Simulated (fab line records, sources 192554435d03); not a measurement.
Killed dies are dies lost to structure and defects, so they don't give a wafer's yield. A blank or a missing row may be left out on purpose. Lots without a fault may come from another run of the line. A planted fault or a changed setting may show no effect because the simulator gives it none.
Split-lot experiment | flow n5_finfet | 7 lots, 21 wafers read, on a route of 1938 steps

THE SPLIT
At N5_PASSIVATION_PASS_ETCH_47 (etches SiNx in CF4/O2, target depth 770 nm, time 385 s), the setting time_s was moved away from the recipe's 385 s on 6 of the 21 wafers read, by -17.9% to +15.2%. The other wafers ran this setting at the recipe's value.

The reading is taken at the split's own step.

THE READING
etch.depth_nm (the simulator's own value, which no gauge read), in nm, at N5_PASSIVATION_PASS_ETCH_47 (etches SiNx in CF4/O2, target depth 770 nm, time 385 s). The file gives no usual value for it. The 15 wafers here that ran the recipe average 773.5 nm, standard deviation 14 nm.

wafer  | tool, chamber at the split | time_s as run, s | against the recipe | etch.depth_nm, nm | against lot-mates on the recipe
L078.1 | rie_diel-04, 1             | 443.7            | +15.2%             | 898.6             | +126.4
L078.2 | rie_diel-04, 2             | 385              | recipe             | 772.2             | -
L078.3 | rie_diel-04, 3             | 443.7            | +15.2%             | 885.5             | +113.3
L079.1 | rie_diel-02, 2             | 385              | recipe             | 779.9             | -
L079.3 | rie_diel-02, 0             | 385              | recipe             | 776               | -
L079.4 | rie_diel-02, 3             | 385              | recipe             | 766.6             | -
L081.2 | rie_diel-06, 1             | 385              | recipe             | 765.5             | -
L081.5 | rie_diel-06, 0             | 385              | recipe             | 748.3             | -
L081.6 | rie_diel-06, 3             | 316.1            | -17.9%             | 631.8             | -125.1
L085.2 | rie_diel-02, 0             | 385              | recipe             | 796.9             | -
L085.4 | rie_diel-02, 1             | 385              | recipe             | 784.8             | -
L085.6 | rie_diel-02, 2             | 385              | recipe             | 789.4             | -
L087.1 | rie_diel-02, 3             | 327.8            | -14.9%             | 655.8             | -129.2
L087.2 | rie_diel-02, 0             | 385              | recipe             | 785               | -
L087.4 | rie_diel-02, 1             | 327.8            | -14.9%             | 662               | -123.0
L091.1 | rie_diel-04, 0             | 318.1            | -17.4%             | 660.6             | -116.5
L091.2 | rie_diel-04, 3             | 385              | recipe             | 770.2             | -
L091.4 | rie_diel-04, 1             | 385              | recipe             | 784               | -
L097.1 | rie_diel-06, 2             | 385              | recipe             | 746.4             | -
L097.2 | rie_diel-06, 3             | 385              | recipe             | 774.4             | -
L097.4 | rie_diel-06, 1             | 385              | recipe             | 762.2             | -

THE FIT
A straight line over all 21 wafers: etch.depth_nm changes by +7.55 nm for each +1% of time_s; r = +0.98; the points scatter about the line by 13 nm.
The same after taking each lot's own level away (the mean of its wafers on the recipe; 21 wafers): +7.64 nm for each +1%; r = +0.99; scatter 9.3 nm.
On that fit, the largest move of time_s shifts the reading by 1.4e+02 nm.
The lots' own levels span 756.90 to 790.37 nm, that is 2.4 times the standard deviation above.
So the lot-to-lot level changes the slope little: the two slopes agree.
Check: with one of the wafers moved furthest among these (-17.9%) left out of the fit, the line predicts -140 nm for it against its lot-mates. It came out at -125 nm against them.

THE WHOLE CHAIN: every reading that the file lists as answering this split, in the file's order
step                        | what it does                                           | reading                                                        | change (the file's fit)                                                        | r (the file's)
N5_PASSIVATION_PASS_ETCH_47 | etches SiNx in CF4/O2, target depth 770 nm, time 385 s | etch.depth_nm (the simulator's own value, which no gauge read) | +7.41 nm for each +1% of the setting                                           | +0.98
N5_PASSIVATION_PROBE_49     |                                                        | killed_at_other                                                | not straight: 953 at the lowest setting, 3.9 at the recipe, 3.5 at the highest | not given

THE FILE'S OWN FIT
etch.depth_nm changes by +7.41 nm for each +1% of time_s, r = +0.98.
